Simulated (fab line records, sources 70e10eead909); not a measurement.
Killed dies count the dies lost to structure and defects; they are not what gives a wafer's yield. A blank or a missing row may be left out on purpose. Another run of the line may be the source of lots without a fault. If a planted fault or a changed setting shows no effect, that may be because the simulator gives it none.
Chamber matching    flow nand-harc    NHARC_A_STAIRCASE_ETCH_203 on rie-diel-02: 4 sister chambers
The step etches the open film in C4F8/O2, target depth 100 nm, time 40.5 s. 4 wafers are shown with their chamber, then 7 later ones without.

== EACH WAFER AND ITS CHAMBER ==
wafer   chamber  rf-vpp-V (V)
L465.5  1        894
L465.6  0        886
L466.1  2        888
L466.5  3        898

== WAFERS WITH NO CHAMBER GIVEN ==
wafer   rf-vpp-V (V)
L466.6  889
L475.1  897
L475.2  905
L475.5  897
L476.1  906
L476.2  897
L476.3  894

== EACH ONE'S CHAMBER ==
wafer   from the rows above                in truth
L466.6  can't be placed: 2 or 0 or 1 or 3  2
L475.1  can't be placed: 3 or 1 or 2       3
L475.2  can't be placed: 3 or 1            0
L475.5  can't be placed: 3 or 1 or 2       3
L476.1  can't be placed: 3 or 1            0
L476.2  can't be placed: 3 or 1 or 2       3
L476.3  can't be placed: 1 or 3 or 2 or 0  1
Correct placement for 0 of the 7. Unplaceable from these rows: 7, with the true chamber sitting among the candidates in 5. Wrongly placed: 0.
How it was worked out, from the rows above alone: a wafer's distance from a chamber is the root of the sum, over the readings, of the square of ((its reading less the chamber's mean) divided by the reading's scatter). The wafer belongs to the nearest chamber; if the next one is less than 2 further off, it can't be placed. Each chamber's mean is taken over the wafers shown for it. The scatter: with one shown wafer a chamber, the root of the mean of the squares of how far each hidden wafer lies from its nearest shown one.
